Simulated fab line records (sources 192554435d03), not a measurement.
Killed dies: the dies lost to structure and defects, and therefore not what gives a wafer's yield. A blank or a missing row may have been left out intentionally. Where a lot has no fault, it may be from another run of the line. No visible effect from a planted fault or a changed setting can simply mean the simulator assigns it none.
Split-lot study    flow n5Finfet    7 lots, 21 wafers read, on a route of 1938 steps

== ON THE SPLIT ==
At N5_BEOL_M0_CUTY_COAT_50 (time 60 s, resist thk 15 nm), the setting spinRpm was moved away from the recipe's 1500 rpm on 3 of the 21 wafers read, by -4.8% to +9.6%. For the rest of the wafers, this setting stayed at what the recipe calls for.

The split's own step is where the reading is taken.

== THE READING ==
SiARC_of_BEOL_M0_CUTY_COAT_50.thkNm (the simulator's own value, which no gauge read), in nm, at N5_BEOL_M0_CUTY_COAT_50 (time 60 s, resist thk 15 nm). There is no usual value for it anywhere in the file.

wafer   tool, chamber at the split  spinRpm as run, rpm  against the recipe  SiARC_of_BEOL_M0_CUTY_COAT_50.thkNm, nm  against lot-mates on the recipe
L074.1  lithoTrack-05, 0            1500                 recipe              15                                       -
L074.5  lithoTrack-05, 0            1500                 recipe              15                                       -
L074.6  lithoTrack-05, 0            1500                 recipe              15                                       -
L075.3  lithoTrack-02, 0            1500                 recipe              15                                       -
L075.5  lithoTrack-02, 0            1500                 recipe              15                                       -
L075.4  lithoTrack-02, 0            1428                 -4.8%               15.4                                     +0.4
L080.1  lithoTrack-04, 0            1500                 recipe              15                                       -
L080.2  lithoTrack-04, 0            1500                 recipe              15                                       -
L080.3  lithoTrack-04, 0            1500                 recipe              15                                       -
L084.2  lithoTrack-04, 0            1500                 recipe              15                                       -
L084.3  lithoTrack-04, 0            1500                 recipe              15                                       -
L084.5  lithoTrack-04, 0            1500                 recipe              15                                       -
L089.2  lithoTrack-02, 0            1500                 recipe              15                                       -
L089.6  lithoTrack-02, 0            1500                 recipe              15                                       -
L089.5  lithoTrack-02, 0            1598                 +6.5%               14.6                                     -0.4
L091.4  lithoTrack-04, 0            1500                 recipe              15                                       -
L091.5  lithoTrack-04, 0            1500                 recipe              15                                       -
L091.6  lithoTrack-04, 0            1644                 +9.6%               14.4                                     -0.6
L095.3  lithoTrack-02, 0            1500                 recipe              15                                       -
L095.4  lithoTrack-02, 0            1500                 recipe              15                                       -
L095.5  lithoTrack-02, 0            1500                 recipe              15                                       -

FIT RESULTS
A straight line over all 21 wafers: SiARC_of_BEOL_M0_CUTY_COAT_50.thkNm changes by -0.0657 nm for each +1% of spinRpm; r = -0.99; the points scatter about the line by 0.02 nm.
The same after taking each lot's own level away (the mean of its wafers on the recipe; 21 wafers): -0.0657 nm for each +1%; r = -0.99; scatter 0.02 nm.
On that fit, the largest move of spinRpm shifts the reading by 0.63 nm.
The lots' own levels span 15.00 to 15.00 nm.
So the lot-to-lot level changes the slope little: the two slopes agree.
Check: for one of the wafers moved furthest among these (+9.6%), held out of the fit, the line's prediction against its lot-mates is -0.658 nm. It came out at -0.6 nm against them.

== THE OTHER SPLITS THESE WAFERS WENT THROUGH ==
Before the reading, these wafers also passed through other splits. Each is held against what the fit with the lots' levels taken away leaves over:
other split on the same wafers  wafers away from the commonest value  r with SiARC_of_BEOL_M0_CUTY_COAT_50.thkNm (lot level and that fit taken away)
N5_BEOL_M0_SAQP_PECVD_04 timeS  4                                     +0.10

== FILE'S OWN FIT ==
SiARC_of_BEOL_M0_CUTY_COAT_50.thkNm changes by -0.0652 nm for each +1% of spinRpm, r = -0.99.
